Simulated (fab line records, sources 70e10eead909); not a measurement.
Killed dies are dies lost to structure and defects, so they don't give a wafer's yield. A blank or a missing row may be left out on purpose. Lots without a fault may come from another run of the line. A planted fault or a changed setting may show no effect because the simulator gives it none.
fab line records | flow nand_harc
record lots=24 wafers=72 last_day=25
route steps=1159 shown A_CONTACT@897
lots that met no fault: from a run of the same line without faults
start_h: hours from the record's first day to the start of the lot's first wafer shown | wait_h: hours since the lot's step before | " the same as in the row above | L1.1+2: a row that stands for several wafers | - no value, or no start given | * or withheld: withheld | < > ~ a bound
route shown NAME@n: a module of which the file shows steps, and the number in the route of the first | usual: mean/standard deviation of fault-free wafers | same: alike in all rows | chamber/n: place in a boat | sites: the reading at each site | _std_site: their standard deviation | _edge_site: outer sites' mean less inner sites' | radius_mm: how far each site lies from the wafer's centre | mask NAME#n: copy n | behind: the tool/chamber that last shaped the wafer | hold: why the lot was held/for how many hours/how that ended | device: the transistor (n, p or np) that didn't switch | end of line: the same wafers' tests at the end of the route | a step without rows: its recipe alone | killed: dies lost to structure and defects at the first sort, not the wafer's yield | map: a wafer's dies, x killed, . not, _ none there
set.NAME: the setting as run; set.NAME@STEP: as run at that earlier step | model.NAME: the simulator's own value behind a step, which no gauge read
steps of the route over a sample of lots; a table a step, a row a wafer
services: from which hour (start_h, from the record's first day; less than 0 if before it) a tool's chamber was out of use, for how many hours, and why
## steps
# step NHARC_A_CONTACT_OVL_MEAS_70
# usual overlay_x_nm=0.0/0.88 overlay_y_nm=0.3/0.69
# columns lot.wafer tool chamber start_h wait_h overlay_x_nm overlay_y_nm
L074.4 overlay-02 - 384.59 - 0.1 -0.5
L074.5 " - " " 0.0 -0.5
L074.6 " - " " -0.4 -0.1
L078.2 overlay-01 - 385.30 - 0.0 0.3
L078.5 " - " " -0.1 0.0
L078.6 " - " " 0.3 0.0
L075.3 overlay-01 - 388.55 - 0.6 0.2
L075.5 " - " " 1.2 0.2
L075.6 " - " " 1.5 -0.4
L076.1 overlay-01 - 395.19 - -1.0 1.7
L076.4 " - " " -1.3 0.8
L076.6 " - " " -1.1 1.2
L077.1 overlay-01 - 403.65 - -0.1 0.7
L077.3 " - " " -0.5 1.0
L077.5 " - " " -0.7 1.4
L079.1 overlay-02 - 408.76 - -0.1 -0.6
L079.2 " - " " -0.3 -0.2
L079.6 " - " " 0.1 -0.8
L081.3 overlay-01 - 416.58 - -2.2 -0.1
L081.4 " - " " -1.7 -0.4
L081.6 " - " " -2.1 0.4
L080.1 overlay-02 - 422.19 - -0.3 0.1
L080.2 " - " " -0.6 0.6
L080.3 " - " " 0.4 0.6
L082.1 overlay-01 - 433.28 - 0.0 -0.2
L082.4 " - " " -0.3 0.6
L082.5 " - " " 0.1 -0.1
L084.1 overlay-01 - 435.75 - -0.2 1.9
L084.4 " - " " -0.2 1.4
L084.5 " - " " 0.2 1.4
L083.2 overlay-02 - 436.25 - -1.1 0.2
L083.4 " - " " -0.6 -0.2
L083.5 " - " " 0.2 0.3
L088.4 overlay-02 - 464.24 - 0.7 0.8
L088.5 " - " " 0.2 0.6
L088.6 " - " " 0.8 0.7
L086.1 overlay-01 - 464.92 - 1.3 -0.3
L086.2 " - " " 1.2 -0.8
L086.3 " - " " 1.4 -0.5
L087.4 overlay-02 - 470.54 - -1.5 -0.1
L087.5 " - " " -1.7 0.2
L087.6 " - " " -1.4 0.0
L085.4 overlay-02 - 478.60 - 0.6 0.2
L085.5 " - " " 0.3 0.1
L085.6 " - " " 0.1 -0.4
L090.2 overlay-01 - 481.81 - 0.5 1.7
L090.4 " - " " 0.5 1.3
L090.5 " - " " -0.1 1.2
L093.1 overlay-02 - 485.41 - -0.1 0.1
L093.2 " - " " -0.7 0.6
L093.3 " - " " -0.4 0.2
L091.2 overlay-01 - 494.51 - 0.1 0.1
L091.4 " - " " 0.5 -0.1
L091.6 " - " " 0.0 0.0
L095.2 overlay-01 - 495.97 - 0.1 -0.2
L095.4 " - " " -0.1 -0.3
L095.6 " - " " 0.0 0.0
L092.2 overlay-02 - 501.78 - 0.9 0.0
L092.3 " - " " 1.2 0.1
L092.6 " - " " 1.4 1.2
L089.1 overlay-01 - 503.15 - 0.5 0.3
L089.3 " - " " 0.8 0.2
L089.6 " - " " 0.4 1.0
L094.1 overlay-01 - 506.78 - 1.4 -1.3
L094.4 " - " " 1.4 -1.2
L094.6 " - " " 1.7 -0.9
L097.1 overlay-02 - 511.36 - 0.9 1.4
L097.2 " - " " 0.3 1.1
L097.6 " - " " 0.2 1.7
L096.2 overlay-01 - 513.07 - 0.0 0.5
L096.3 " - " " -0.1 0.5
L096.5 " - " " -0.3 0.8
# step NHARC_A_CONTACT_DESCUM_74
# recipe time_s=3 o2_flow_sccm=200 ar_flow_sccm=0 bias_power_w=0 chemistry=O2
# usual drypump_motor_current_A=5.7/0.38 mfc_ar_sccm=0.005/0.0087 oes_product_au=1.001/0.0089 rf_vpp_V=57.9/0.84 showerhead_plenum_p_Torr=1.93/0.075 throttle_valve_pct=11.311/0.0093
# columns lot.wafer tool chamber start_h wait_h drypump_motor_current_A mfc_ar_sccm oes_product_au rf_hours_counter_h rf_vpp_V showerhead_plenum_p_Torr throttle_valve_pct
L074.4 rie_diel-11 2 384.71 0.1 6.1 0 0.996 3 59.4 2.04 11.321
L074.6 " 3 " " 5.9 0 1.002 - 58.0 1.95 11.304
L074.5 " 0 " " 5.3 0 1.006 - 58.2 1.90 11.304
L078.2 rie_diel-04 2 385.42 0.1 5.6 0 1.001 37 58.0 1.85 11.319
L078.6 " 1 " " 5.0 0 0.995 - 58.6 1.88 11.310
L078.5 " 2 " " 5.6 0 1.005 - 57.2 1.85 11.323
L075.3 rie_diel-03 3 388.65 0.1 6.3 0 1.009 30 56.9 1.98 11.298
L075.6 " 3 " " 6.4 0 1.007 - 59.0 1.98 11.312
L075.5 " 0 " " 5.4 0 1.000 - 58.1 1.80 11.317
L076.1 rie_diel-11 2 395.33 0.1 6.1 0 1.017 6 58.9 2.04 11.318
L076.4 " 3 " " 5.9 0 1.010 6 58.6 1.95 11.310
L076.6 " 1 " " 5.6 0.007 0.995 - 57.4 1.95 11.307
L077.3 rie_diel-04 1 403.75 0.1 5.0 0 0.999 42 57.6 1.88 11.311
L077.1 " 2 " " 5.6 0 1.005 44 56.6 1.85 11.309
L077.5 " 2 " " 5.7 0 0.992 - 58.6 1.85 11.311
L079.2 rie_diel-11 3 408.86 0.1 5.9 0 1.007 10 58.4 1.95 11.328
L079.1 " 2 " " 6.1 0 1.007 10 57.6 2.03 11.286
L079.6 " 3 " " 5.9 0 1.009 - 57.9 1.95 11.305
L081.4 rie_diel-11 1 416.68 0.1 5.5 0.007 1.007 15 58.4 1.94 11.323
L081.3 " 2 " " 6.1 0 1.003 15 58.3 2.03 11.303
L081.6 " 1 " " 5.5 0.007 1.003 - 58.9 1.94 11.314
L080.3 rie_diel-04 1 422.29 0.1 5.0 0 0.995 53 57.0 1.87 11.321
L080.1 " 2 " " 5.6 0 1.006 52 58.5 1.85 11.319
L080.2 " 3 " " 6.2 0 1.007 51 57.6 1.91 11.319
L082.1 rie_diel-03 0 433.38 0.1 5.4 0 1.005 5 56.4 1.80 11.293
L082.4 " 3 " " 6.4 0 1.001 5 57.2 1.98 11.313
L082.5 " 1 " " 5.6 0.025 0.993 - 58.3 2.04 11.322
L084.1 rie_diel-03 1 435.86 0.1 5.5 0.025 0.998 4 59.5 2.04 11.305
L084.4 " 3 " " 6.4 0 0.987 5 57.5 1.98 11.324
L084.5 " 1 " " 5.5 0.025 0.994 - 59.3 2.04 11.311
L083.4 rie_diel-03 3 436.35 0.1 6.4 0 0.995 6 58.2 1.98 11.318
L083.2 " 0 " " 5.4 0 0.992 6 58.0 1.80 11.307
L083.5 " 0 " " 5.4 0 1.003 - 56.3 1.80 11.318
L088.4 rie_diel-11 0 464.34 0.1 5.3 0 1.008 30 56.2 1.89 11.317
L088.6 " 3 " " 5.9 0 1.012 - 58.5 1.94 11.315
L088.5 " 0 " " 5.3 0 1.010 - 57.4 1.89 11.300
L086.3 rie_diel-03 0 465.02 0.1 5.4 0 0.989 10 57.3 1.79 11.301
L086.1 " 2 " " 5.4 0.016 0.984 9 57.2 1.98 11.335
L086.2 " 3 " " 6.3 0 0.992 9 58.0 1.97 11.290
L087.4 rie_diel-03 2 470.66 0.1 5.4 0.016 0.982 10 58.2 1.98 11.323
L087.6 " 3 " " 6.3 0 0.991 - 57.9 1.97 11.311
L087.5 " 0 " " 5.4 0 0.993 - 57.4 1.79 11.314
L085.4 rie_diel-03 2 478.70 0.1 5.4 0.016 0.980 12 57.3 1.98 11.303
L085.5 " 2 " " 5.4 0.016 1.003 - 57.7 1.98 11.321
L085.6 " 3 " " 6.4 0 1.002 - 57.2 1.97 11.306
L090.2 rie_diel-11 0 481.92 0.1 5.3 0 0.998 38 57.4 1.89 11.302
L090.4 " 1 " " 5.5 0.007 0.998 36 57.8 1.94 11.316
L090.5 " 3 " " 5.9 0 1.007 - 59.3 1.94 11.308
L093.1 rie_diel-03 0 485.52 0.1 5.4 0 0.997 15 56.0 1.79 11.306
L093.3 " 1 " " 5.5 0.025 1.006 11 59.5 2.03 11.305
L093.2 " 2 " " 5.4 0.016 0.990 14 56.7 1.98 11.306
L091.2 rie_diel-04 0 494.62 0.1 5.9 0.013 0.997 9 58.6 1.93 11.317
L091.4 " 1 " " 5.0 0 1.004 7 58.7 1.87 11.305
L091.6 " 3 " " 6.2 0 1.005 - 56.1 1.91 11.293
L095.2 rie_diel-03 1 496.07 0.1 5.5 0.025 1.001 13 58.4 2.03 11.302
L095.4 " 2 " " 5.4 0.016 0.996 16 59.3 1.98 11.310
L095.6 " 1 " " 5.5 0.025 1.011 - 57.9 2.03 11.317
L092.2 rie_diel-04 1 501.87 0.1 5.0 0 1.005 10 57.6 1.87 11.311
L092.3 " 0 " " 5.9 0.013 1.010 11 57.8 1.93 11.314
L092.6 " 2 " " 5.6 0 1.001 - 57.0 1.84 11.287
L089.1 rie_diel-11 3 503.26 0.1 5.9 0 1.008 43 57.6 1.94 11.307
L089.3 " 0 " " 5.3 0 1.000 46 57.6 1.88 11.302
L089.6 " 2 " " 6.0 0 1.011 - 59.0 2.02 11.325
L094.4 rie_diel-03 3 506.90 0.1 6.3 0 0.992 19 57.9 1.97 11.301
L094.1 " 0 " " 5.4 0 0.993 20 57.8 1.79 11.321
L094.6 " 2 " " 5.4 0.016 0.998 - 58.3 1.97 11.304
L097.1 rie_diel-11 3 511.46 0.1 5.9 0 0.999 47 59.2 1.94 11.313
L097.2 " 0 " " 5.3 0 1.011 49 58.8 1.88 11.301
L097.6 " 2 " " 6.1 0 1.007 - 58.4 2.02 11.317
L096.3 rie_diel-04 1 513.18 0.1 5.0 0 1.007 14 56.1 1.87 11.323
L096.2 " 3 " " 6.2 0 1.007 16 57.8 1.90 11.312
L096.5 " 0 " " 5.9 0.013 1.010 - 58.0 1.93 11.303
# step NHARC_A_CONTACT_ETCH_124
# recipe source_w=withheld pressure_mtorr=20 bias_v=withheld time_s=140 target_depth_a=7000 ar_flow_sccm=withheld c4f8_flow_sccm=withheld o2_flow_sccm=withheld chemistry=C4F8/O2/Ar
# columns lot.wafer tool chamber start_h wait_h rf_hours_counter_h
L074.4 har_cap_etch-03 0 385.91 - -
L074.5 " 1 " " -
L074.6 " 0 " " -
L078.2 har_cap_etch-01 0 386.58 - 58
L078.5 " 0 " " -
L078.6 " 1 " " -
L075.3 har_cap_etch-02 1 390.05 - -
L075.6 " 0 " " -
L075.5 " 1 " " -
L076.1 har_cap_etch-03 1 396.79 - 84
L076.4 " 0 " " -
L076.6 " 0 " " -
L077.1 har_cap_etch-01 1 404.91 - 63
L077.3 " 1 " " -
L077.5 " 0 " " -
L079.2 har_cap_etch-03 0 409.98 - 87
L079.1 " 1 " " 87
L079.6 " 0 " " -
L081.4 har_cap_etch-01 0 418.07 - -
L081.3 " 1 " " -
L081.6 " 1 " " -
L080.2 har_cap_etch-02 0 423.41 - 18
L080.1 " 1 " " 18
L080.3 " 0 " " -
L082.1 har_cap_etch-03 1 434.54 - 91
L082.4 " 0 " " -
L082.5 " 0 " " -
L084.1 har_cap_etch-02 1 437.00 - 20
L084.4 " 0 " " -
L084.5 " 1 " " -
L083.2 har_cap_etch-01 0 437.77 - 67
L083.4 " 1 " " -
L083.5 " 0 " " -
L088.4 har_cap_etch-03 1 465.54 - -
L088.5 " 1 " " -
L088.6 " 0 " " -
L086.1 har_cap_etch-02 0 466.20 - 24
L086.2 " 1 " " 24
L086.3 " 0 " " -
L087.4 har_cap_etch-03 0 472.38 - -
L087.6 " 0 " " -
L087.5 " 1 " " -
L085.4 har_cap_etch-03 0 479.88 - -
L085.6 " 0 " " -
L085.5 " 1 " " -
L090.2 har_cap_etch-01 1 483.16 - 74
L090.4 " 0 " " -
L090.5 " 0 " " -
L093.2 har_cap_etch-01 0 486.69 - 75
L093.1 " 1 " " 75
L093.3 " 1 " " -
L091.2 har_cap_etch-03 1 495.87 - 102
L091.4 " 1 " " -
L091.6 " 1 " " -
L095.2 har_cap_etch-01 1 497.23 - 78
L095.4 " 1 " " -
L095.6 " 1 " " -
L092.2 har_cap_etch-02 1 503.00 - 31
L092.3 " 1 " " -
L092.6 " 0 " " -
L089.1 har_cap_etch-01 1 504.38 - 80
L089.3 " 0 " " -
L089.6 " 0 " " -
L094.1 har_cap_etch-01 1 508.02 - 82
L094.4 " 0 " " -
L094.6 " 1 " " -
L097.2 har_cap_etch-01 0 512.60 - 83
L097.1 " 1 " " 83
L097.6 " 1 " " -
L096.2 har_cap_etch-03 0 514.42 - 106
L096.3 " 1 " " -
L096.5 " 0 " " -
# step NHARC_A_CONTACT_ETCH_97
# recipe target_depth_a=200 over_etch_frac=0.5 time_s=10 ion_energy_ev=250 c4f6_flow_sccm=25 o2_flow_sccm=20 ar_flow_sccm=500 rf_w=600 bias_w=500 chemistry=C4F6/O2
# usual drypump_motor_current_A=5.7/0.38 mfc_ar_sccm=500.1/1.3 oes_product_au=0.956/0.025 rf_vpp_V=547.8/2.9 showerhead_plenum_p_Torr=3.97/0.14 throttle_valve_pct=26.904/0.0093
# columns lot.wafer tool chamber start_h wait_h drypump_motor_current_A mfc_ar_sccm oes_product_au rf_hours_counter_h rf_vpp_V showerhead_plenum_p_Torr throttle_valve_pct
L074.4 rie_diel-11 2 - - 6.1 498.3 0.943 4 551.7 4.15 26.892
L074.6 " 3 " " 5.9 500.5 0.939 - 548.4 4.00 26.903
L074.5 " 0 " " 5.3 499.4 0.944 - 545.0 3.89 26.904
L078.2 rie_diel-03 3 - - 6.4 499.8 0.959 30 550.8 4.04 26.884
L078.5 " 2 " " 5.4 499.6 0.943 - 549.1 4.05 26.902
L078.6 " 3 " " 6.4 498.2 0.950 - 548.8 4.04 26.899
L075.3 rie_diel-04 3 - - 6.2 499.3 0.951 40 546.5 3.93 26.912
L075.6 " 3 " " 6.2 501.2 0.930 - 548.9 3.93 26.903
L075.5 " 0 " " 6.0 501.7 0.949 - 547.4 3.99 26.912
L076.4 rie_diel-11 3 - - 5.9 499.0 0.937 8 548.1 3.99 26.912
L076.1 " 1 " " 5.6 498.9 0.958 7 547.0 3.98 26.898
L076.6 " 3 " " 5.9 501.7 0.936 - 548.6 3.99 26.902
L077.3 rie_diel-03 0 - - 5.4 499.5 1.015 1 542.6 3.71 26.907
L077.1 " 1 " " 5.6 498.9 1.007 1 550.7 4.16 26.895
L077.5 " 3 " " 6.4 502.8 1.009 - 550.0 4.04 26.914
L079.2 rie_diel-03 0 - - 5.4 499.8 0.945 1 542.0 3.71 26.898
L079.1 " 1 " " 5.6 501.9 0.944 1 548.0 4.16 26.912
L079.6 " 0 " " 5.4 498.3 0.946 - 541.6 3.71 26.900
L081.3 rie_diel-11 2 - - 6.1 500.1 0.957 16 551.4 4.15 26.894
L081.4 " 3 " " 5.9 501.2 0.947 16 548.9 3.99 26.905
L081.6 " 2 " " 6.1 497.5 0.955 - 551.1 4.15 26.882
L080.3 rie_diel-11 1 - - 5.5 500.7 1.002 17 548.4 3.98 26.916
L080.1 " 2 " " 6.0 499.8 1.014 17 551.3 4.14 26.907
L080.2 " 3 " " 5.9 501.7 1.001 18 548.4 3.99 26.901
L082.1 rie_diel-11 0 - - 5.3 499.4 0.971 23 545.2 3.88 26.913
L082.4 " 2 " " 6.1 500.6 0.982 21 551.2 4.14 26.895
L082.5 " 0 " " 5.3 499.8 0.963 - 546.3 3.88 26.903
L084.1 rie_diel-03 1 - - 5.6 499.6 0.965 5 551.7 4.15 26.917
L084.4 " 2 " " 5.4 499.7 0.942 7 548.4 4.04 26.895
L084.5 " 0 " " 5.4 501.0 0.937 - 543.4 3.70 26.885
L083.2 rie_diel-04 0 - - 6.0 501.3 0.945 59 548.8 3.97 26.920
L083.4 " 3 " " 6.2 497.8 0.962 59 546.9 3.92 26.911
L083.5 " 1 " " 5.0 500.8 0.938 - 544.8 3.85 26.892
L088.4 rie_diel-03 1 - - 5.6 499.8 0.943 8 549.1 4.15 26.903
L088.5 " 3 " " 6.4 500.1 0.940 - 548.9 4.04 26.889
L088.6 " 0 " " 5.4 498.7 0.929 - 541.5 3.70 26.898
L086.3 rie_diel-11 0 - - 5.3 499.6 1.003 32 547.5 3.88 26.903
L086.1 " 1 " " 5.5 499.3 1.010 28 547.6 3.97 26.902
L086.2 " 2 " " 6.1 497.5 1.012 29 551.4 4.14 26.908
L087.4 rie_diel-03 1 - - 5.5 500.4 0.932 10 551.3 4.15 26.898
L087.5 " 1 " " 5.6 498.9 0.924 - 551.0 4.15 26.905
L087.6 " 2 " " 5.4 500.3 0.918 - 550.3 4.04 26.884
L085.4 rie_diel-03 3 481.89 0.1 6.4 500.8 0.943 - 548.6 4.03 26.895
L085.6 " 0 " " 5.4 501.6 0.950 - 541.3 3.70 26.922
L085.5 " 2 " " 5.4 501.6 0.957 - 549.7 4.04 26.910
L090.2 rie_diel-03 2 485.22 0.1 5.4 498.7 0.999 14 549.4 4.04 26.902
L090.4 " 0 " " 5.4 498.3 0.993 15 541.1 3.70 26.909
L090.5 " 2 " " 5.4 499.0 0.996 - 548.2 4.04 26.914
L093.1 rie_diel-03 1 - - 5.5 500.2 0.950 12 551.6 4.15 26.889
L093.3 " 3 " " 6.4 502.2 0.939 15 548.2 4.03 26.914
L093.2 " 0 " " 5.4 504.0 0.939 16 541.5 3.70 26.917
L091.2 rie_diel-03 3 - - 6.4 501.1 0.948 17 548.1 4.03 26.911
L091.4 " 1 " " 5.5 497.7 0.939 14 552.1 4.15 26.912
L091.6 " 3 " " 6.4 501.3 0.949 - 550.3 4.03 26.898
L095.4 rie_diel-11 1 - - 5.5 500.6 0.961 43 547.2 3.96 26.896
L095.2 " 2 " " 6.1 499.6 0.944 42 550.8 4.13 26.912
L095.6 " 0 " " 5.3 501.0 0.959 - 546.0 3.87 26.904
L092.2 rie_diel-03 1 - - 5.6 498.9 0.935 15 552.9 4.15 26.901
L092.3 " 3 " " 6.4 497.2 0.946 18 549.1 4.03 26.891
L092.6 " 1 " " 5.5 499.1 0.941 - 551.7 4.15 26.895
L089.3 rie_diel-11 1 - - 5.5 500.3 0.953 45 547.9 3.96 26.892
L089.1 " 2 " " 6.1 501.0 0.952 44 550.5 4.13 26.900
L089.6 " 0 " " 5.3 499.7 0.978 - 544.1 3.87 26.901
L094.1 rie_diel-03 1 - - 5.5 498.9 0.954 17 551.6 4.15 26.907
L094.4 " 3 " " 6.4 499.7 0.950 20 547.9 4.03 26.906
L094.6 " 1 " " 5.6 504.1 0.939 - 549.8 4.15 26.892
L097.2 rie_diel-11 1 - - 5.6 499.6 0.964 47 548.2 3.96 26.886
L097.1 " 0 " " 5.3 500.6 0.948 51 546.5 3.87 26.894
L097.6 " 2 " " 6.1 500.6 0.949 - 551.4 4.13 26.915
L096.2 rie_diel-03 2 - - 5.4 502.2 0.943 20 549.0 4.04 26.894
L096.3 " 3 " " 6.3 498.8 0.942 21 549.7 4.03 26.902
L096.5 " 3 " " 6.3 502.1 0.944 - 547.7 4.03 26.899
# step NHARC_A_CONTACT_INSPECT_10
# usual raw_defect_count=28/14
# columns lot.wafer tool chamber start_h wait_h raw_defect_count
L074.4 defect_inspect-02 - 390.92 0.0 26
L074.5 " - " " 22
L074.6 " - " " 23
L078.2 defect_inspect-02 - 393.28 0.0 28
L078.5 " - " " 42
L078.6 " - " " 35
L075.3 defect_inspect-01 - 395.14 0.0 13
L075.5 " - " " 11
L075.6 " - " " 4
L076.1 defect_inspect-02 - 401.86 0.0 19
L076.4 " - " " 21
L076.6 " - " " 24
L077.1 defect_inspect-01 - 410.61 0.0 6
L077.3 " - " " 10
L077.5 " - " " 7
L079.1 defect_inspect-02 - 415.69 0.0 37
L079.2 " - " " 40
L079.6 " - " " 23
L081.3 defect_inspect-01 - 423.26 0.0 14
L081.4 " - " " 12
L081.6 " - " " 13
L080.1 defect_inspect-02 - 431.61 0.0 28
L080.2 " - " " 30
L080.3 " - " " 25
L082.1 defect_inspect-02 - 440.85 0.0 22
L082.4 " - " " 26
L082.5 " - " " 16
L084.1 defect_inspect-02 - 442.15 0.0 14
L084.4 " - " " 15
L084.5 " - " " 17
L083.2 defect_inspect-02 - 443.42 0.0 45
L083.4 " - " " 41
L083.5 " - " " 35
L088.4 defect_inspect-02 - 471.62 0.0 25
L088.5 " - " " 38
L088.6 " - " " 38
L086.1 defect_inspect-01 - 471.86 0.0 11
L086.2 " - " " 10
L086.3 " - " " 15
L087.4 defect_inspect-01 - 477.99 0.0 43
L087.5 " - " " 42
L087.6 " - " " 42
L085.4 defect_inspect-02 - 488.49 0.0 24
L085.5 " - " " 32
L085.6 " - " " 29
L090.2 defect_inspect-02 - 492.08 0.0 59
L090.4 " - " " 50
L090.5 " - " " 50
L093.1 defect_inspect-01 - 497.28 0.0 20
L093.2 " - " " 16
L093.3 " - " " 11
L091.2 defect_inspect-01 - 503.04 0.0 12
L091.4 " - " " 13
L091.6 " - " " 14
L095.2 defect_inspect-02 - 505.07 0.0 40
L095.4 " - " " 29
L095.6 " - " " 33
L092.2 defect_inspect-01 - 511.08 0.0 49
L092.3 " - " " 53
L092.6 " - " " 49
L089.1 defect_inspect-02 - 512.27 0.0 26
L089.3 " - " " 32
L089.6 " - " " 34
L094.1 defect_inspect-01 - 513.39 0.0 64
L094.4 " - " " 53
L094.6 " - " " 54
L097.1 defect_inspect-01 - 519.37 0.0 28
L097.2 " - " " 18
L097.6 " - " " 21
L096.2 defect_inspect-02 - 520.62 0.0 38
L096.3 " - " " 52
L096.5 " - " " 33
# step NHARC_A_CONTACT_DESCUM_13
# recipe time_s=3 o2_flow_sccm=200 ar_flow_sccm=0 bias_power_w=0 chemistry=O2
# usual drypump_motor_current_A=5.7/0.39 mfc_ar_sccm=0.006/0.0087 oes_product_au=1.002/0.0079 rf_vpp_V=57.9/0.91 showerhead_plenum_p_Torr=1.93/0.074 throttle_valve_pct=11.311/0.0089
# columns lot.wafer tool chamber start_h wait_h drypump_motor_current_A mfc_ar_sccm oes_product_au rf_hours_counter_h rf_vpp_V showerhead_plenum_p_Torr throttle_valve_pct
L074.4 rie_diel-03 1 391.00 0.1 5.5 0.025 1.006 27 59.0 2.04 11.305
L074.6 " 2 " " 5.4 0.016 0.991 - 58.7 1.98 11.316
L074.5 " 3 " " 6.4 0 1.002 - 56.7 1.98 11.313
L078.2 rie_diel-04 1 393.35 0.1 5.0 0 1.016 40 57.6 1.88 11.307
L078.6 " 3 " " 6.2 0 1.014 - 57.7 1.92 11.302
L078.5 " 0 " " 5.9 0.013 1.024 - 58.1 1.95 11.305
L075.3 rie_diel-11 2 395.21 0.1 6.1 0 1.007 6 57.4 2.04 11.312
L075.6 " 1 " " 5.6 0.007 1.004 - 60.7 1.95 11.304
L075.5 " 2 " " 6.1 0 1.003 - 59.7 2.04 11.312
L076.1 rie_diel-04 0 401.92 0.1 5.9 0.013 1.014 41 57.3 1.95 11.325
L076.4 " 2 " " 5.6 0 1.003 43 57.9 1.85 11.310
L076.6 " 1 " " 5.0 0 0.995 - 58.1 1.88 11.320
L077.1 rie_diel-04 0 410.68 0.1 5.9 0.013 1.012 45 58.1 1.94 11.305
L077.3 " 1 " " 5.0 0 1.001 46 58.0 1.88 11.311
L077.5 " 3 " " 6.1 0 0.997 - 58.6 1.92 11.304
L079.1 rie_diel-03 0 415.76 0.1 5.4 0 1.003 2 57.1 1.80 11.302
L079.2 " 2 " " 5.4 0.016 0.990 2 57.0 1.98 11.306
L079.6 " 0 " " 5.4 0 0.999 - 56.3 1.80 11.308
L081.3 rie_diel-04 0 423.34 0.1 6.0 0.013 1.015 52 57.4 1.94 11.329
L081.4 " 1 " " 5.0 0 1.007 54 56.0 1.87 11.308
L081.6 " 3 " " 6.2 0 1.010 - 57.2 1.91 11.306
L080.1 rie_diel-03 1 431.67 0.1 5.5 0.025 0.996 2 58.4 2.04 11.320
L080.2 " 2 " " 5.3 0.016 0.988 5 58.8 1.98 11.302
L080.3 " 0 " " 5.4 0 0.989 4 58.6 1.80 11.313
L082.4 rie_diel-03 0 440.92 0.1 5.4 0 0.997 7 56.6 1.80 11.311
L082.1 " 1 " " 5.6 0.025 1.005 5 58.1 2.04 11.310
L082.5 " 0 " " 5.4 0 1.000 - 56.4 1.80 11.326
L084.1 rie_diel-03 2 442.21 0.1 5.4 0.016 0.990 8 59.1 1.98 11.317
L084.4 " 0 " " 5.4 0 0.991 8 58.4 1.80 11.311
L084.5 " 2 " " 5.4 0.016 0.997 - 57.6 1.98 11.311
L083.2 rie_diel-04 1 443.48 0.1 5.0 0 0.995 62 57.9 1.87 11.323
L083.4 " 3 " " 6.2 0 1.005 60 56.6 1.91 11.317
L083.5 " 1 " " 5.0 0 0.999 - 58.2 1.87 11.309
L088.4 rie_diel-11 1 471.77 0.2 5.5 0.007 1.002 30 58.8 1.94 11.318
L088.5 " 3 " " 5.9 0 1.002 - 58.0 1.94 11.318
L088.6 " 0 " " 5.3 0 1.000 - 57.4 1.89 11.293
L086.3 rie_diel-11 3 471.99 0.1 5.9 0 1.007 33 59.0 1.94 11.301
L086.1 " 1 " " 5.5 0.007 1.010 30 56.0 1.94 11.315
L086.2 " 2 " " 6.0 0 1.004 31 59.0 2.03 11.304
L087.4 rie_diel-11 0 478.09 0.1 5.3 0 1.008 37 57.6 1.89 11.309
L087.6 " 1 " " 5.5 0.007 1.006 - 58.2 1.94 11.303
L087.5 " 2 " " 6.1 0 1.010 - 58.2 2.03 11.312
L085.4 rie_diel-04 3 488.57 0.1 6.2 0 0.989 6 58.5 1.91 11.297
L085.6 " 0 " " 5.9 0.013 1.001 - 58.5 1.94 11.310
L085.5 " 1 " " 5.0 0 1.008 - 57.9 1.87 11.308
L090.4 rie_diel-11 1 492.14 0.1 5.5 0.007 1.001 40 57.1 1.93 11.309
L090.2 " 0 " " 5.3 0 0.999 42 57.6 1.88 11.319
L090.5 " 1 " " 5.5 0.007 1.007 - 58.2 1.93 11.302
L093.2 rie_diel-11 3 497.35 0.1 5.9 0 1.019 43 56.1 1.94 11.323
L093.3 " 0 " " 5.3 0 1.004 45 57.3 1.88 11.303
L093.1 " 1 " " 5.5 0.007 0.999 42 59.1 1.93 11.314
L091.4 rie_diel-03 3 503.11 0.1 6.3 0 1.006 18 57.8 1.97 11.304
L091.2 " 0 " " 5.4 0 1.002 19 56.3 1.79 11.321
L091.6 " 2 " " 5.4 0.016 1.008 - 57.8 1.98 11.307
L095.4 rie_diel-03 3 505.13 0.1 6.4 0 0.998 18 57.6 1.97 11.310
L095.2 " 0 " " 5.4 0 0.994 19 57.6 1.79 11.308
L095.6 " 3 " " 6.4 0 0.999 - 58.6 1.97 11.314
L092.2 rie_diel-04 3 511.15 0.1 6.2 0 0.998 15 57.2 1.90 11.308
L092.3 " 0 " " 6.0 0.013 1.012 15 57.9 1.93 11.305
L092.6 " 2 " " 5.6 0 1.001 - 58.0 1.84 11.332
L089.3 rie_diel-03 0 512.33 0.1 5.4 0 0.992 21 58.4 1.79 11.315
L089.1 " 3 " " 6.4 0 0.991 20 57.1 1.97 11.315
L089.6 " 0 " " 5.4 0 0.990 - 57.4 1.79 11.318
L094.4 rie_diel-03 1 513.46 0.1 5.5 0.025 1.006 18 59.2 2.03 11.310
L094.1 " 2 " " 5.4 0.016 0.984 20 57.2 1.97 11.329
L094.6 " 0 " " 5.4 0 0.999 - 57.7 1.79 11.315
L097.1 rie_diel-03 0 519.44 0.1 5.4 0 0.996 23 58.7 1.79 11.310
L097.2 " 1 " " 5.5 0.025 1.003 18 59.0 2.03 11.313
L097.6 " 3 " " 6.3 0 0.995 - 58.4 1.97 11.307
L096.2 rie_diel-03 2 520.70 0.1 5.4 0.016 0.990 21 58.0 1.97 11.314
L096.3 " 3 " " 6.3 0 1.002 22 58.2 1.97 11.304
L096.5 " 0 " " 5.4 0 0.998 - 56.0 1.79 11.305
## services
# columns tool chamber start_h hours kind
rie_diel-03 0 371.55 - clean
rie_diel-03 1 371.55 - clean
rie_diel-03 2 371.55 - clean
rie_diel-03 3 371.55 - clean
rie_diel-03 1 392.33 9.0 vent_cycle
rie_diel-03 2 392.33 9.0 vent_cycle
rie_diel-03 3 392.33 9.0 vent_cycle
rie_diel-11 2 399.95 2.8 repair
rie_diel-03 0 401.33 - clean
rie_diel-03 1 401.33 - clean
rie_diel-03 2 401.33 - clean
rie_diel-03 3 401.33 - clean
rie_diel-03 1 413.39 7.9 repair
rie_diel-03 0 425.85 - clean
rie_diel-03 1 425.85 - clean
rie_diel-03 2 425.85 - clean
rie_diel-03 3 425.85 - clean
har_cap_etch-01 - 427.59 2.5 repair
rie_diel-11 1 442.47 8.3 repair
rie_diel-03 0 450.35 - clean
rie_diel-03 1 450.35 - clean
rie_diel-03 2 450.35 - clean
rie_diel-04 - 466.06 9.0 pm
rie_diel-04 - 491.98 0.2 repair
## key
fault none
